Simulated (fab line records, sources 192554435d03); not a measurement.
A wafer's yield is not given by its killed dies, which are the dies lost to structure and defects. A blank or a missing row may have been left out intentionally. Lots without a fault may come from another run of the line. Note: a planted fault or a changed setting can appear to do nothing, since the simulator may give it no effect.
fab line records    flow n5Finfet
record: lots: 6  wafers: 18  lastDay: 17
route steps=1938 shown BEOL_M2@930 BEOL_M3@931
lots that met no fault: from a run of the same line without faults
startH: the number of hours between the record's first day and the start of the first shown wafer of the lot    waitH: hours from the lot's prior step to this one    " repeats the value in the row above    L1.1+2: a row that stands for several wafers    - either no value or no given start    * or withheld: withheld    < > ~ a bound
route shown NAME@n: names a module that has steps shown in the file, with the first one's number in the route    usual: the fault-free wafers' mean and standard deviation    same: alike in all rows    chamber/n: place in a boat    sites: each site's reading    _std_site: standard deviation across them    _edge_site: the outer-site mean with the inner-site mean subtracted    radiusMm: how far each site lies from the wafer's centre    mask NAME#n: copy n    behind: the last tool/chamber to shape the wafer    hold: why the lot went on hold/how many hours it stayed there/how the hold came to an end    device: which transistor (n, p or np) failed to switch    end of line: tests run on the same wafers once the route is complete    for a step that has no rows: nothing shown but its recipe    killed: count of dies lost to structure and defects at first sort (not the wafer's yield)    map: per-die view of a wafer (x killed, . not killed, _ where there is no die)
set.NAME: the setting as run; set.NAME@STEP: as run at that earlier step    model.NAME: the simulator's own value behind a step, which no gauge read
certain route steps with their lots: each step a table, each wafer a row
services: when a tool's chamber went out of use (startH, in hours from the record's first day, below 0 if earlier), for how many hours, and the reason
== steps ==
step: N5_BEOL_M2_INSPECT_59
recipe: inspectInstrument: darkfield  mode: postDep
usual: rawDefectCount: 73/22
lot.wafer  tool              chamber  startH  waitH  rawDefectCount
L402.1     defectInspect-01  -        170.15  0.0    87
L402.3     "                 -        "       "      53
L402.6     "                 -        "       "      56
L414.1     defectInspect-02  -        226.12  0.0    65
L414.2     "                 -        "       "      93
L414.3     "                 -        "       "      76
L416.1     defectInspect-02  -        238.82  0.0    47
L416.4     "                 -        "       "      76
L416.5     "                 -        "       "      74
L415.2     defectInspect-02  -        242.16  0.0    47
L415.4     "                 -        "       "      51
L415.6     "                 -        "       "      80
L419.2     defectInspect-01  -        247.62  0.0    44
L419.3     "                 -        "       "      64
L419.6     "                 -        "       "      55
L423.2     defectInspect-01  -        285.93  0.0    83
L423.5     "                 -        "       "      88
L423.6     "                 -        "       "      83
step: N5_BEOL_M3_ILD_DEP_00
recipe: material: SiOC  targetThkA: 790  tempC: 350  precursor: DEMS/O2  pressureTorr: 5  rfW: 500  timeS: 15.3
usual: chamberPressureTorr: 5.000/0.011  heaterPowerW: 481/56  showerheadPlenumPTorr: 5.702/0.016  susceptorTempC: 350.01/0.21  throttleValvePct: 11.8/0.61
lot.wafer  tool      chamber  startH  waitH  chamberPressureTorr  heaterPowerW  showerheadPlenumPTorr  sinceWetCleanH  susceptorTempC  throttleValvePct
L402.1     pecvd-02  0        170.18  0.0    5.016                484           5.717                  874             349.83          11.4
L402.3     "         2        "       "      4.981                504           5.719                  120             350.36          10.7
L402.6     "         0        "       "      5.010                495           5.711                  -               349.92          11.7
L414.1     pecvd-04  2        226.16  0.0    5.008                557           5.690                  357             350.09          11.8
L414.2     "         0        "       "      4.992                438           5.701                  1111            349.82          12.5
L414.3     "         2        "       "      5.003                455           5.695                  -               349.91          11.9
L416.1     pecvd-04  2        238.86  0.0    4.995                490           5.697                  370             349.95          11.8
L416.4     "         0        "       "      4.980                469           5.723                  -               349.90          12.5
L416.5     "         2        "       "      5.000                494           5.703                  -               349.93          11.9
L415.2     pecvd-01  1        242.19  0.0    5.003                492           5.703                  1490            350.47          11.5
L415.4     "         0        "       "      5.004                435           5.675                  -               349.80          12.0
L415.6     "         2        "       "      5.006                566           5.681                  -               350.25          10.8
L419.2     pecvd-04  0        247.66  0.0    4.990                461           5.721                  1133            350.01          12.5
L419.3     "         2        "       "      5.009                485           5.706                  -               350.13          11.8
L419.6     "         0        "       "      4.997                480           5.707                  -               349.97          12.1
L423.2     pecvd-02  0        285.96  0.0    4.979                458           5.718                  990             350.17          11.9
L423.5     "         0        "       "      4.988                485           5.715                  -               350.11          11.5
L423.6     "         1        "       "      5.002                406           5.674                  -               350.39          11.8
step: N5_BEOL_M3_THK_MEAS_01
recipe: reads: SiOC_of_BEOL_M3_ILD_DEP_00
usual: M3_ILD_THK: 78.5/1.1
lot.wafer  tool          chamber  startH  waitH  M3_ILD_THK[nm]
L402.1     filmMetro-01  -        170.25  0.0    77.9
L402.3     "             -        "       "      77.3
L402.6     "             -        "       "      79.4
L414.1     filmMetro-01  -        226.25  0.1    77.3
L414.2     "             -        "       "      78.4
L414.3     "             -        "       "      78.5
L416.1     filmMetro-01  -        238.95  0.1    78.6
L416.4     "             -        "       "      79.6
L416.5     "             -        "       "      79.3
L415.2     filmMetro-01  -        242.26  0.1    78.3
L415.4     "             -        "       "      79.7
L415.6     "             -        "       "      80.3
L419.2     filmMetro-02  -        247.75  0.1    77.9
L419.3     "             -        "       "      79.1
L419.6     "             -        "       "      80.0
L423.2     filmMetro-01  -        286.03  0.1    76.6
L423.5     "             -        "       "      77.3
L423.6     "             -        "       "      80.0
step: N5_BEOL_M3_PECVD_72
recipe: material: SiO2  targetThkA: 160  tempC: 400  precursor: TEOS/O2  pressureTorr: 5.5  rfW: 450  teosFlowSccm: 53.8  gas: O2  flowSccm: 3000  timeS: 18
usual: chamberPressureTorr: 5.499/0.014  heaterPowerW: 713/82  showerheadPlenumPTorr: 8.81/0.06  susceptorTempC: 400.01/0.21  throttleValvePct: 22.3/1.3
lot.wafer  tool      chamber  startH  waitH  chamberPressureTorr  heaterPowerW  showerheadPlenumPTorr  sinceWetCleanH  susceptorTempC  throttleValvePct
L402.1     pecvd-01  0        170.29  0.0    5.490                575           8.72                   693             399.75          22.5
L402.3     "         2        "       "      5.498                891           8.74                   2143            400.34          21.6
L402.6     "         0        "       "      5.498                579           8.70                   -               400.14          22.6
L414.1     pecvd-01  0        226.28  0.0    5.492                660           8.70                   749             400.17          22.9
L414.2     "         1        "       "      5.499                725           8.84                   1474            400.15          22.0
L414.3     "         1        "       "      5.516                738           8.83                   -               399.95          21.7
L416.1     pecvd-01  2        238.98  0.0    5.507                951           8.74                   8               399.79          20.3
L416.4     "         1        "       "      5.525                742           8.81                   -               399.89          21.7
L416.5     "         0        "       "      5.516                622           8.72                   -               400.11          22.5
L415.2     pecvd-02  2        242.30  0.0    5.522                680           8.83                   192             399.93          20.5
L415.4     "         1        "       "      5.507                601           8.73                   -               400.23          22.0
L415.6     "         0        "       "      5.495                763           8.85                   -               399.83          21.8
L419.2     pecvd-01  0        247.78  0.0    5.517                685           8.74                   770             400.14          22.5
L419.3     "         2        "       "      5.498                823           8.75                   16              400.15          19.9
L419.6     "         2        "       "      5.505                834           8.73                   -               400.24          20.0
L423.2     pecvd-04  0        286.07  0.0    5.515                754           8.89                   1171            399.97          23.2
L423.5     "         1        "       "      5.494                649           8.84                   -               399.70          24.6
L423.6     "         0        "       "      5.516                740           8.89                   -               399.93          23.3
step: N5_BEOL_M3_HM_DEP_02
recipe: material: TiN  targetThkA: 200  tempC: 25  chamberPressurePa: 0.49996
usual: susceptorTempC: 25.00/0.11  throttleValvePct: 30.2/0.9
lot.wafer  tool           chamber  startH  waitH  susceptorTempC  throttleValvePct
L402.1     pvdSputter-01  -        171.15  0.8    25.11           29.4
L402.3     "              -        "       "      25.07           30.1
L402.6     "              -        "       "      24.94           28.3
L414.1     pvdSputter-03  -        227.68  1.4    25.03           30.6
L414.2     "              -        "       "      25.18           32.1
L414.3     "              -        "       "      25.15           31.3
L416.1     pvdSputter-03  -        239.18  0.2    24.85           31.0
L416.4     "              -        "       "      24.91           31.9
L416.5     "              -        "       "      24.88           30.7
L415.2     pvdSputter-01  -        242.35  0.0    24.72           30.3
L415.4     "              -        "       "      25.10           29.5
L415.6     "              -        "       "      25.14           28.5
L419.2     pvdSputter-01  -        249.27  1.5    24.98           30.4
L419.3     "              -        "       "      24.75           30.3
L419.6     "              -        "       "      25.14           28.6
L423.2     pvdSputter-02  -        286.75  0.7    24.97           29.4
L423.5     "              -        "       "      25.06           29.8
L423.6     "              -        "       "      25.10           30.7
step: N5_BEOL_M3_COAT_61
recipe: resist: SOC  tempC: 250  timeS: 60  spinRpm: 1500  resistThkNm: 60
step: N5_BEOL_M3_COAT_62
recipe: resist: SiARC  tempC: 220  timeS: 60  spinRpm: 1500  resistThkNm: 12
step: N5_BEOL_M3_COAT_73
recipe: resist: underlayer  tempC: 205  timeS: 60  spinRpm: 1500  resistThkNm: 5
step: N5_BEOL_M3_COAT_05
recipe: resist: CAR-EUV  spinRpm: 1500  resistThkNm: 30
step: N5_BEOL_M3_EBR_07
recipe: solvent: PGMEA  ebrWidthMm: 1.5
step: N5_BEOL_M3_SOFTBAKE_06
recipe: tempC: 110  timeS: 60  resist: CAR-EUV
step: N5_BEOL_M3_EXPOSE_08
recipe: maskId: M3  na: 0.33  sourceShape: dipole  sigmaInner: 0.369  sigmaOuter: 0.767  polarization: unpolarized  doseMj: 33
step: N5_BEOL_M3_PEB_09
recipe: pebTempC: 100  pebTimeS: 60  resist: CAR-EUV
usual: chillPlateTempC: 22.99/0.11  exhaustPa: 45.1/0.95
lot.wafer  tool           chamber  startH  waitH  chillPlateTempC  exhaustPa
L402.1     lithoTrack-05  0        171.47  0.1    23.20            44.2
L402.3     "              0        "       "      23.03            44.2
L402.6     "              0        "       "      23.19            45.3
L414.1     lithoTrack-01  -        228.13  0.1    -                -
L414.2     "              -        "       "      -                -
L414.3     "              -        "       "      -                -
L416.1     lithoTrack-01  0        239.52  0.1    23.15            44.9
L416.4     "              0        "       "      23.01            44.8
L416.5     "              0        "       "      23.05            44.3
L415.2     lithoTrack-03  -        242.85  0.0    -                -
L415.4     "              -        "       "      -                -
L415.6     "              -        "       "      -                -
L419.2     lithoTrack-03  0        249.72  0.0    22.86            45.4
L419.3     "              0        "       "      22.78            44.8
L419.6     "              0        "       "      22.77            45.6
L423.2     lithoTrack-05  0        287.20  0.0    23.13            46.7
L423.5     "              0        "       "      22.93            45.9
L423.6     "              0        "       "      23.08            45.6
step: N5_BEOL_M3_DEVELOP_10
recipe: developTimeS: 30  developer: TMAH  resist: CAR-EUV  rinseLiquid: surfactantRinse  dry: airSpin  devTempC: 23
== services ==
tool           chamber  startH  hours  kind
pvdSputter-02  -        152.82  8.3    repair
pecvd-01       1        155.76  5.5    scheduledDown
lithoTrack-05  -        188.84  -      consumableReplace:filter
pecvd-01       0        196.20  4.1    repair
pecvd-01       2        202.38  -      clean
pecvd-01       2        202.38  -      consumableReplace:showerhead
pecvd-01       2        202.38  29.0   scheduledDown
pecvd-01       2        202.38  29.0   ventCycle
pecvd-04       1        225.77  26.1   repair
pecvd-02       -        256.38  0.4    repair
pecvd-01       -        262.33  14.6   pm
== key ==
firstSign: step: N5_BEOL_M3_PEB_09  reading: toolRecord  direction: missing
effect none on later readings
metAt N5_BEOL_M3_PEB_09
struckWafers L414.1,L414.2,L414.3,L415.2,L415.4,L415.6
laterRowsLeftOut L414.1,L414.2,L414.3,L415.2,L415.4,L415.6
sortLeftOut L414.1,L414.2,L414.3,L415.2,L415.4,L415.6
fault: kind: skippedStepWhole  tool: lithoTrack-01,lithoTrack-03  chamber: -  onsetH: 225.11  steps: N5_BEOL_M3_PEB_09  scope: struckLotsOnly
sortLeftOut: the simulated sort isn't trusted on such a fault, so these wafers' sort isn't shown, and their yield isn't known
laterRowsLeftOut: the simulator's readings of these wafers behind a module that went badly wrong aren't trusted and aren't shown, but for the sort
